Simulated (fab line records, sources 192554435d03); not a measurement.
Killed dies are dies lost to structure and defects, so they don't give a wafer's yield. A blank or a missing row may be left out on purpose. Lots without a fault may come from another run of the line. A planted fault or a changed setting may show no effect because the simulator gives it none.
fab line records | flow n5_finfet
record lots=5 wafers=14 last_day=17
route steps=1938 shown BEOL_M4@1052 PASSIVATION@1936
lots that met no fault: from a run of the same line without faults
start_h: hours from the record's first day to the start of the lot's first wafer shown | wait_h: hours since the lot's step before | " the same as in the row above | L1.1+2: a row that stands for several wafers | - no value, or no start given | * or withheld: withheld | < > ~ a bound
route shown NAME@n: a module of which the file shows steps, and the number in the route of the first | usual: mean/standard deviation of fault-free wafers | same: alike in all rows | chamber/n: place in a boat | sites: the reading at each site | _std_site: their standard deviation | _edge_site: outer sites' mean less inner sites' | radius_mm: how far each site lies from the wafer's centre | mask NAME#n: copy n | behind: the tool/chamber that last shaped the wafer | hold: why the lot was held/for how many hours/how that ended | device: the transistor (n, p or np) that didn't switch | end of line: the same wafers' tests at the end of the route | a step without rows: its recipe alone | killed: dies lost to structure and defects at the first sort, not the wafer's yield | map: a wafer's dies, x killed, . not, _ none there
set.NAME: the setting as run; set.NAME@STEP: as run at that earlier step | model.NAME: the simulator's own value behind a step, which no gauge read
lots at some steps of the route; a table a step, a row a wafer
services: from which hour (start_h, from the record's first day; less than 0 if before it) a tool's chamber was out of use, for how many hours, and why
## steps
# step N5_BEOL_M4_SOFTBAKE_23
# recipe temp_c=110 time_s=60 resist=CAR-EUV
# step N5_BEOL_M4_EXPOSE_25
# recipe mask_id=V3 na=0.33 source_shape=quasar sigma_inner=0.2 sigma_outer=0.8 polarization=unpolarized defocus_nm=5 dose_mj=63
# step N5_BEOL_M4_PEB_26
# recipe peb_temp_c=100 peb_time_s=60 resist=CAR-EUV
# step N5_BEOL_M4_DEVELOP_27
# recipe develop_time_s=30 developer=TMAH resist=CAR-EUV rinse_liquid=surfactant_rinse dry=air_spin dev_temp_c=23
# step N5_BEOL_M4_CD_MEAS_28
# recipe target_cd_nm=26.2 landing_energy_ev=500 detector=se_inlens target_cd_y_nm=24.1 polarity=opening
# usual cd_nm=26.21/0.24
# columns lot.wafer tool chamber start_h wait_h cd_nm
L566.2 cd_sem-01 0 179.79 - 26.14
L566.4 " 0 " " 26.36
L566.6 " 0 " " 26.57
L567.2 cd_sem-03 0 184.77 - 25.97
L567.4 " 0 " " 26.05
L567.5 " 0 " " 25.99
L569.1 cd_sem-01 0 199.26 - 25.73
L569.3 " 0 " " 26.80
L569.5 " 0 " " 26.39
L573.1 cd_sem-01 0 224.26 - 26.29
L573.3 " 0 " " 26.32
L573.5 " 0 " " 26.11
L582.1 cd_sem-02 0 271.78 - 26.48
L582.3 " 0 " " 26.18
# step N5_BEOL_M4_OVL_MEAS_29
# recipe points_per_wafer=522
# usual V3_OVL=0.7/0.69
# columns lot.wafer tool chamber start_h wait_h V3_OVL[nm]
L566.2 overlay-02 0 179.82 0.0 0.0
L566.4 " 0 " " 0.8
L566.6 " 0 " " 0.3
L567.2 overlay-02 0 184.80 0.0 2.0
L567.4 " 0 " " 1.9
L567.5 " 0 " " 1.0
L569.1 overlay-01 0 199.29 0.0 1.7
L569.3 " 0 " " 1.1
L569.5 " 0 " " 0.2
L573.1 overlay-01 0 224.29 0.0 1.4
L573.3 " 0 " " 1.4
L573.5 " 0 " " 1.8
L582.1 overlay-02 0 271.81 0.0 0.0
L582.3 " 0 " " 0.6
# step N5_BEOL_M4_INSPECT_30
# recipe mode=adi inspect_instrument=brightfield
# usual raw_defect_count=417/99
# columns lot.wafer tool chamber start_h wait_h raw_defect_count
L566.2 defect_inspect-01 - 179.87 0.0 318
L566.4 " - " " 307
L566.6 " - " " 306
L567.2 defect_inspect-02 - 184.86 0.0 391
L567.4 " - " " 401
L567.5 " - " " 346
L569.1 defect_inspect-02 - 199.35 0.1 437
L569.3 " - " " 733
L569.5 " - " " 569
L573.1 defect_inspect-01 - 224.35 0.1 282
L573.3 " - " " 403
L573.5 " - " " 444
L582.1 defect_inspect-01 - 271.87 0.1 486
L582.3 " - " " 436
# step N5_BEOL_M4_DESCUM_33
# recipe chemistry=O2 time_s=7 source_power_w=50 bias_power_w=20 pressure_mtorr=20 rf_frequency_hz=2.712e+07 temp_c=40 resist=CAR-EUV o2_flow_sccm=225
# usual drypump_motor_current_A=5.8/0.39 oes_product_au=0.83/0.075 rf_vpp_V=243.4/1.7 showerhead_plenum_p_Torr=2.11/0.096 throttle_valve_pct=20.42/0.23
# columns lot.wafer tool chamber start_h wait_h drypump_motor_current_A oes_product_au rf_hours_counter_h rf_vpp_V showerhead_plenum_p_Torr throttle_valve_pct
L566.2 rie_diel-03 1 179.98 0.1 5.5 0.88 53 244.3 2.21 20.41
L566.4 " 2 " " 5.7 0.69 - 241.1 2.00 20.80
L566.6 " 3 " " 6.5 0.71 - 243.2 2.09 20.36
L567.2 rie_diel-03 3 184.89 0.0 6.5 0.71 191 240.9 2.09 20.37
L567.4 " 1 " " 5.4 0.88 55 244.4 2.21 20.43
L567.5 " 0 " " 5.7 0.98 - 244.3 2.22 19.99
L569.1 rie_diel-01 0 199.38 0.0 5.6 0.88 29 241.6 2.03 20.25
L569.3 " 3 " " 6.4 0.88 38 245.6 2.23 20.70
L569.5 " 1 " " 5.8 0.87 - 243.1 2.06 20.44
L573.1 rie_diel-05 1 224.52 0.2 5.5 0.88 28 242.1 2.04 20.26
L573.3 " 0 " " 5.5 0.77 131 240.4 1.94 20.85
L573.5 " 2 " " 5.6 0.83 - 246.0 2.22 20.45
L582.1 rie_diel-01 1 274.01 2.1 5.9 0.85 92 242.0 2.05 20.46
L582.3 " 0 " " 5.6 0.84 56 240.6 2.02 20.32
# step N5_BEOL_M4_ETCH_77
# recipe chemistry=N2/H2 target=underlayer target_depth_a=65 mask_material=CAR-EUV time_s=5.2 ion_energy_ev=200 pressure_mtorr=30 source_w=840 bias_w=150 n2_flow_sccm=200 h2_flow_sccm=200 ends=cleared
# usual drypump_motor_current_A=5.8/0.39 etch_rf_on_time_s=5.16/0.15 oes_product_au=0.71/0.064 rf_vpp_V=524/3.4 showerhead_plenum_p_Torr=2.56/0.11 throttle_valve_pct=17.83/0.23
# columns lot.wafer tool chamber start_h wait_h drypump_motor_current_A etch_rf_on_time_s oes_product_au rf_hours_counter_h rf_vpp_V showerhead_plenum_p_Torr throttle_valve_pct
L566.2 rie_diel-03 1 180.01 0.0 5.4 4.93 0.76 53 530 2.71 17.99
L566.4 " 2 " " 5.7 5.33 0.58 - 521 2.42 18.18
L566.6 " 3 " " 6.5 5.07 0.61 - 524 2.51 17.55
L567.2 rie_diel-03 3 184.93 0.0 6.4 5.12 0.61 191 524 2.51 17.52
L567.4 " 1 " " 5.5 5.05 0.75 55 528 2.71 18.01
L567.5 " 0 " " 5.7 5.14 0.83 - 530 2.72 17.53
L569.1 rie_diel-01 0 199.42 0.0 5.7 5.30 0.75 29 523 2.49 17.79
L569.3 " 3 " " 6.4 5.00 0.76 38 528 2.69 17.88
L569.5 " 1 " " 5.8 4.97 0.75 - 520 2.49 17.88
L573.1 rie_diel-05 1 224.55 0.0 5.6 5.29 0.76 28 522 2.49 17.81
L573.3 " 0 " " 5.5 5.33 0.66 131 519 2.36 18.28
L573.5 " 2 " " 5.7 5.31 0.70 - 528 2.66 17.65
L582.1 rie_diel-01 1 274.05 0.0 5.9 4.97 0.72 92 522 2.48 17.92
L582.3 " 0 " " 5.6 5.25 0.71 56 522 2.48 17.86
# step N5_BEOL_M4_ETCH_69
# recipe chemistry=CF4 target=SiARC target_depth_a=156 mask_material=CAR-EUV time_s=26 ion_energy_ev=80 pressure_mtorr=40 source_w=545 bias_w=36 Ar_flow_sccm=100 cf4_flow_sccm=100 ends=cleared
# usual drypump_motor_current_A=5.8/0.39 etch_rf_on_time_s=25.9/0.7 oes_product_au=0.71/0.064 rf_vpp_V=184.1/1.3 showerhead_plenum_p_Torr=2.16/0.095 throttle_valve_pct=15.57/0.2
# columns lot.wafer tool chamber start_h wait_h drypump_motor_current_A etch_rf_on_time_s oes_product_au rf_hours_counter_h rf_vpp_V showerhead_plenum_p_Torr throttle_valve_pct
L566.2 rie_diel-03 1 180.03 0.0 5.5 25.0 0.76 53 185.7 2.25 15.49
L566.4 " 2 " " 5.7 26.7 0.58 - 182.4 2.03 15.89
L566.6 " 3 " " 6.4 25.5 0.61 - 184.1 2.12 15.50
L567.2 rie_diel-03 3 184.94 0.0 6.4 25.4 0.61 191 185.0 2.12 15.48
L567.4 " 1 " " 5.5 25.3 0.75 55 185.6 2.25 15.47
L567.5 " 0 " " 5.7 25.4 0.84 - 186.8 2.29 15.21
L569.1 rie_diel-01 0 199.43 0.0 5.6 26.4 0.74 29 183.3 2.10 15.50
L569.3 " 3 " " 6.5 25.0 0.76 38 185.4 2.29 15.84
L569.5 " 1 " " 5.8 25.3 0.75 - 183.9 2.10 15.43
L573.1 rie_diel-05 1 224.57 0.0 5.5 26.2 0.76 28 182.9 2.11 15.51
L573.3 " 0 " " 5.6 26.3 0.66 131 182.8 1.97 15.88
L573.5 " 2 " " 5.6 26.0 0.71 - 184.4 2.25 15.49
L582.1 rie_diel-01 1 274.07 0.0 5.8 24.9 0.73 92 182.9 2.09 15.48
L582.3 " 0 " " 5.6 26.8 0.71 56 183.5 2.09 15.57
# step N5_BEOL_M4_ALD_98
# recipe material=SiO2 target_thk_a=25 temp_c=100 ald_precursor_family=BDEAS ald_co_reactant=O2-plasma pulse_time_s=1 co_reactant_pulse_time_s=1 purge_time_s=2 co_reactant_purge_time_s=2 ald_cycles=17 pressure_torr=2
# usual heater_power_w=76/4 precursor_pulse_height_rel=1.000/0.019
# columns lot.wafer tool chamber start_h wait_h heater_power_w precursor_pulse_height_rel
L566.2 ald_sin-02 1 180.11 0.1 71 0.982
L566.4 " 3 " " 76 0.979
L566.6 " 1 " " 69 1.004
L567.2 ald_sin-02 1 185.10 0.1 71 0.996
L567.4 " 2 " " 79 1.010
L567.5 " 0 " " 85 1.017
L569.1 ald_sin-01 2 199.52 0.1 80 0.975
L569.3 " 3 " " 77 0.985
L569.5 " 2 " " 78 1.000
L573.1 ald_sin-01 3 224.77 0.2 77 1.017
L573.3 " 1 " " 72 0.981
L573.5 " 3 " " 79 1.017
L582.1 ald_sin-02 0 274.15 0.1 84 1.020
L582.3 " 2 " " 82 1.024
# step N5_BEOL_M4_ETCHBACK_99
# recipe chemistry=CHF3 target=SiO2 target_depth_a=50 time_s=10.4 source_w=215 bias_w=47 Ar_flow_sccm=200 CHF3_flow_sccm=12 ion_energy_ev=100 pressure_mtorr=30
# usual drypump_motor_current_A=5.8/0.46 oes_f_703_au=0.85/0.045 oes_product_au=0.85/0.042 rf_vpp_V=244/4.4 showerhead_plenum_p_Torr=2.16/0.095 throttle_valve_pct=17.02/0.23
# columns lot.wafer tool chamber start_h wait_h drypump_motor_current_A oes_f_703_au oes_product_au rf_hours_counter_h rf_vpp_V showerhead_plenum_p_Torr throttle_valve_pct
L566.2 rie_diel-01 0 198.02 17.9 5.6 0.85 0.89 29 243 2.11 17.01
L566.4 " 0 " " 5.6 0.86 0.88 - 243 2.11 17.00
L566.6 " 3 " " 6.5 0.89 0.90 - 249 2.31 17.34
L567.2 rie_diel-01 1 204.87 19.7 5.8 0.89 0.88 67 239 2.10 16.89
L567.4 " 0 " " 5.6 0.85 0.87 - 243 2.11 17.02
L567.5 " 3 " " 6.5 0.88 0.88 - 247 2.31 17.33
L569.1 rie_diel-01 2 213.03 13.5 5.0 0.91 0.91 19 248 2.09 16.68
L569.3 " 3 " " 6.5 0.88 0.88 44 247 2.30 17.35
L569.5 " 0 " " 5.7 0.85 0.85 - 242 2.11 17.01
L573.1 rie_diel-05 2 238.52 13.7 5.6 0.80 0.82 78 245 2.25 16.90
L573.3 " 1 " " 5.6 0.86 0.87 35 236 2.12 17.02
L573.5 " 1 " " 5.5 0.86 0.87 - 238 2.12 17.00
L582.1 rie_diel-01 2 286.96 12.8 5.1 0.86 0.86 47 249 2.08 16.74
L582.3 " 3 " " 6.5 0.84 0.83 71 247 2.30 17.41
# step N5_BEOL_M4_ETCH_70
# recipe chemistry=N2/H2 target=SOC target_depth_a=800 overetch_a=240 mask_material=SiARC temp_c=40 time_s=130 ion_energy_ev=200 pressure_mtorr=30 source_w=840 bias_w=150 n2_flow_sccm=200 h2_flow_sccm=200
# usual drypump_motor_current_A=5.8/0.46 oes_product_au=0.62/0.031 rf_vpp_V=523.9/2.9 run_length_s=153.4/0.32 showerhead_plenum_p_Torr=2.55/0.1 throttle_valve_pct=17.74/0.22
# columns lot.wafer tool chamber start_h wait_h drypump_motor_current_A oes_product_au rf_hours_counter_h rf_vpp_V run_length_s showerhead_plenum_p_Torr throttle_valve_pct model.SiARC_of_BEOL_M4_COAT_68.thk_nm
L566.2 rie_diel-01 0 198.06 0.0 5.7 0.65 29 522.6 153.4 2.49 17.75 6
L566.4 " 0 " " 5.6 0.65 - 521.4 153.4 2.49 17.77 6
L566.6 " 3 " " 6.5 0.63 - 528.2 153.3 2.69 17.87 5.4
L567.2 rie_diel-01 1 204.90 0.0 5.9 0.64 67 521.8 153.3 2.49 17.83 5.6
L567.4 " 0 " " 5.7 0.64 - 523.6 153.4 2.49 17.77 6
L567.5 " 3 " " 6.5 0.64 - 527.6 153.7 2.69 17.85 5.4
L569.1 rie_diel-01 2 213.06 0.0 5.1 0.66 19 522.0 153.4 2.47 17.29 5.4
L569.3 " 3 " " 6.5 0.63 44 527.5 153.5 2.69 17.86 5.4
L569.5 " 0 " " 5.6 0.64 - 521.6 153.5 2.49 17.78 6
L573.1 rie_diel-05 2 238.56 0.0 5.7 0.61 78 526.6 153.0 2.66 17.63 5.8
L573.3 " 1 " " 5.6 0.64 35 522.5 153.6 2.49 17.76 6
L573.5 " 1 " " 5.6 0.65 - 522.0 153.6 2.49 17.75 6
L582.1 rie_diel-01 2 287.00 0.0 5.1 0.88 47 522.9 112.3 2.46 17.36 7.6
L582.3 " 3 " " 6.5 0.60 71 527.0 153.7 2.68 17.92 5.4
# step N5_BEOL_M4_STRIP_71
# recipe chemistry=N2/H2 temp_c=40 n2_flow_sccm=200 h2_flow_sccm=200 rf_frequency_hz=6e+07
# step N5_BEOL_M4_RC_MEAS_101
# usual DIBL_N=36.1/1.6 DIBL_P=35.8/2 IOFF_N=0.157/0.029 IOFF_P=0.21/0.034 ION_N=677/13 ION_P=465/8.1 SS_N=71.3/0.61 SS_P=73.2/0.65 VT_N=249/3.3 VT_P=-250/3.2
# columns lot.wafer tool chamber start_h wait_h DIBL_N[mV/V] DIBL_P[mV/V] IOFF_N[nA/um] IOFF_P[nA/um] ION_N[uA/um] ION_P[uA/um] SS_N[mV/dec] SS_P[mV/dec] VT_N[mV] VT_P[mV]
L566.2 prober-02 0 205.54 0.2 34.9 34.2 0.161 0.18 681 466 71.0 73.5 246 -250
L566.4 " 0 " " 34.1 34.2 0.137 0.18 667 461 70.6 72.7 251 -251
L566.6 " 0 " " 34.9 33.5 0.155 0.18 698 468 70.4 72.3 248 -253
L567.2 prober-02 0 209.13 0.2 37.6 35.6 0.162 0.21 662 454 71.2 73.3 253 -250
L567.4 " 0 " " 37.5 36.0 0.168 0.22 680 465 71.5 72.8 250 -248
L567.5 " 0 " " 35.7 34.0 0.127 0.18 668 461 70.8 71.6 254 -252
L569.1 prober-01 0 217.33 0.0 36.8 36.3 0.162 0.23 670 466 70.9 73.7 249 -249
L569.3 " 0 " " 37.3 36.5 0.177 0.23 694 476 71.5 73.1 247 -248
L569.5 " 0 " " 35.5 34.7 0.147 0.21 665 469 70.6 73.8 250 -249
L573.1 prober-01 0 243.02 0.0 38.9 39.3 0.208 0.29 685 479 71.3 74.1 244 -246
L573.3 " 0 " " 38.8 38.3 0.199 0.26 677 465 71.9 74.2 245 -247
L573.5 " 0 " " 38.1 38.6 0.187 0.26 679 471 72.1 73.3 246 -246
L582.1 prober-01 0 292.55 0.3 33.9 34.0 0.114 0.19 666 461 70.4 73.0 253 -250
L582.3 " 0 " " 34.4 33.8 0.117 0.19 648 455 70.5 72.2 256 -249
# step N5_PASSIVATION_PROBE_49
# usual defect_limited_yield=91.0/1.4 killed_at_M0_to_M3=33/11 killed_at_M4_up=14/5 killed_at_contacts=11/7.3 killed_at_front_end=43/12 killed_at_other=4/3.1 killed_dies=106/17 killed_open=69/13 killed_short=34/8.7 sort_bin_5_function=5.2/0.96 sort_bin_6_memory=3.3/0.66 sort_bin_8_speed=0.00/0.012 sort_n_pass=1074/17 sort_yield_pct=91.0/1.4
# same gross_dies=1180 killed_at_back_side=0 sort_bin_4_leakage[%]=0
# columns lot.wafer tool chamber start_h wait_h defect_limited_yield[%] killed_at_M0_to_M3 killed_at_M4_up killed_at_contacts killed_at_front_end killed_at_other killed_dies killed_open killed_short sort_bin_5_function[%] sort_bin_6_memory[%] sort_bin_8_speed[%] sort_n_pass sort_yield_pct[%]
L567.2 prober-02 - 318.27 0.1 93.6 24 12 13 23 4 76 46 30 3.7 2.3 0 1104 93.6
L567.4 prober-02 - 318.37 0.2 91.9 36 17 3 39 0 95 67 22 4.8 2.5 0 1085 91.9
L567.5 prober-02 - 318.42 0.2 93.4 18 15 7 34 4 78 54 22 4.1 2.3 0 1102 93.4
L569.1 prober-02 - 326.84 0.0 89.6 29 12 8 71 3 123 92 31 6.2 3.7 0 1057 89.6
L569.3 prober-02 - 326.94 0.1 91.4 44 9 9 33 6 101 67 33 4.5 3.6 0 1079 91.4
L569.5 prober-02 - 327.04 0.2 91.1 28 15 8 48 6 105 66 39 5.3 3.1 0 1075 91.1
# killed by level:class
L567.2 MOL_CONTACT_COAG:geometric_particle:open=7 MOL_CONTACT_COAG:geometric_particle:short=6 BEOL_M1:geometric_particle:open=5 FIN_SAQP:geometric_particle:short=4 DUMMY_GATE:geometric_particle:open=4 GATE_CUT:geometric_particle:open=4 BEOL_M0_SAQP:geometric_particle:open=4 BEOL_M0_SAQP:geometric_particle:short=4
L567.4 DUMMY_GATE:geometric_particle:open=10 BEOL_M4:geometric_particle:open=10 BEOL_M2:geometric_particle:open=8 BEOL_M0_SAQP:geometric_particle:open=8 STARTING-WAFER:geometric_particle:open=6 BEOL_M2:geometric_particle:short=5 BEOL_M3:geometric_particle:open=5 STI_FIN_REVEAL:geometric_particle:open=4
L567.5 DUMMY_GATE:geometric_particle:open=9 MOL_CONTACT_COAG:geometric_particle:open=6 BEOL_M1:geometric_particle:open=5 STI_FIN_REVEAL:geometric_particle:open=4 GATE_CUT:geometric_particle:open=4 BEOL_M5:geometric_particle:open=4 FIN_SAQP:geometric_particle:short=3 GATE_CUT:geometric_particle:short=3
L569.1 STI_FIN_REVEAL:geometric_particle:open=37 BEOL_M1:geometric_particle:open=12 FIN_SAQP:geometric_particle:open=11 FIN_SAQP:geometric_particle:short=9 MOL_CONTACT_COAG:geometric_particle:open=8 BEOL_M0_SAQP:geometric_particle:open=6 BEOL_M4:geometric_particle:open=4 STI_FIN_REVEAL:geometric_particle:short=4
L569.3 BEOL_M1:geometric_particle:open=12 BEOL_M0_SAQP:geometric_particle:open=10 BEOL_M0_SAQP:geometric_particle:short=7 STI_FIN_REVEAL:geometric_particle:open=6 MOL_CONTACT_COAG:geometric_particle:open=6 DUMMY_GATE:geometric_particle:open=5 BEOL_M0:geometric_particle:open=5 BEOL_M4:geometric_particle:open=5
L569.5 STI_FIN_REVEAL:geometric_particle:open=12 FIN_SAQP:geometric_particle:open=10 FIN_SAQP:geometric_particle:short=8 BEOL_M1:geometric_particle:open=8 GATE_CUT:geometric_particle:short=6 MOL_CONTACT_COAG:geometric_particle:open=6 BEOL_M0_SAQP:geometric_particle:short=6 BEOL_M4:geometric_particle:open=5
## services
# columns tool chamber start_h hours kind
rie_diel-03 2 165.53 5.8 repair
rie_diel-05 0 191.10 10.4 repair
rie_diel-01 2 193.46 18.9 repair
rie_diel-03 2 206.92 7.6 repair
rie_diel-05 3 208.59 - clean
rie_diel-05 3 208.59 - consumable_replace:focus_ring
rie_diel-05 3 208.59 21.5 scheduled_down
rie_diel-05 3 208.59 21.5 vent_cycle
ald_sin-02 1 226.33 3.8 repair
ald_sin-02 0 229.96 4.1 repair
ald_sin-01 2 236.38 5.2 repair
rie_diel-03 2 243.45 - clean
rie_diel-03 2 243.45 - consumable_replace:focus_ring
rie_diel-03 2 243.45 - consumable_replace:showerhead
rie_diel-03 2 243.45 24.1 scheduled_down
rie_diel-03 2 243.45 24.1 vent_cycle
ald_sin-01 - 245.95 6.1 pm
rie_diel-03 - 255.51 15.6 pm
ald_sin-01 1 258.74 16.7 repair
rie_diel-05 - 266.94 15.6 pm
ald_sin-01 - 267.75 0.8 pm
ald_sin-01 - 268.58 14.0 pm
ald_sin-01 0 268.58 14.0 vent_cycle
ald_sin-02 1 272.68 21.0 repair
## key
first_sign step=N5_BEOL_M4_ETCH_70 reading=run_length_s direction=down sigmas=99+ usual=* struck=*
effect step=N5_BEOL_M4_ETCH_70 reading=oes_product_au direction=up sigmas=8.3 usual=0.62 struck=0.88
model_effect step=N5_BEOL_M4_ETCH_70 value=SiARC_of_BEOL_M4_COAT_68.thk_nm without=5.4 struck=7.6
met_at N5_BEOL_M4_ETCH_70
struck_wafers L582.1
onset_between 213.06 287.00
fault kind=process_parameter_drift tool=rie_diel-01 chamber=- onset_h=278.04 steps=N5_BEOL_M4_ETCH_70 channel=time_s offset=* shape=step end_h=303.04 scope=struck_wafers_only acts_in=* stated=*
